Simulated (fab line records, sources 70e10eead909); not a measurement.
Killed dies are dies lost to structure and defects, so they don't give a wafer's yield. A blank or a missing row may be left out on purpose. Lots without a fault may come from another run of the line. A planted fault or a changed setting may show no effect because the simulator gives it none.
Chamber matching | flow nand_harc | NHARC_A_WL_FILL_ETCHBACK_26 on rie_si-01: 4 sister chambers
The step etches the open film in HBr, target depth 52 nm, time 13.3 s. 4 wafers are shown with their chamber, then 7 later ones without.

WAFERS WITH THEIR CHAMBER
wafer  | chamber | drypump_motor_current_A (A)
L079.6 | 2       | 5.5
L085.6 | 3       | 5.2
L089.1 | 1       | 5.7
L089.2 | 0       | 5.5

WAFERS WITHOUT THEIR CHAMBER
wafer  | drypump_motor_current_A (A)
L089.3 | 5.5
L092.1 | 5.1
L092.5 | 5.7
L092.6 | 5.5
L096.3 | 5.1
L096.5 | 5.7
L096.6 | 5.6

WHICH CHAMBER EACH WENT THROUGH
wafer  | from the rows above          | in truth
L089.3 | can't be placed: 0 or 2      | 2
L092.1 | 3                            | 3
L092.5 | 1                            | 1
L092.6 | can't be placed: 0 or 2      | 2
L096.3 | 3                            | 3
L096.5 | 1                            | 1
L096.6 | can't be placed: 0 or 2 or 1 | 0
Placed correctly: 4 of 7. Can't be placed from these rows: 3 (the true chamber is among the candidates in 3). Placed wrongly: 0.
How it was worked out, from the rows above alone: a wafer's distance from a chamber is the root of the sum, over the readings, of the square of ((its reading less the chamber's mean) divided by the reading's scatter). The wafer belongs to the nearest chamber; if the next one is less than 2 further off, it can't be placed. A chamber's mean is the mean of its shown wafers. The scatter: with one shown wafer a chamber, the root of the mean of the squares of how far each hidden wafer lies from its nearest shown one.
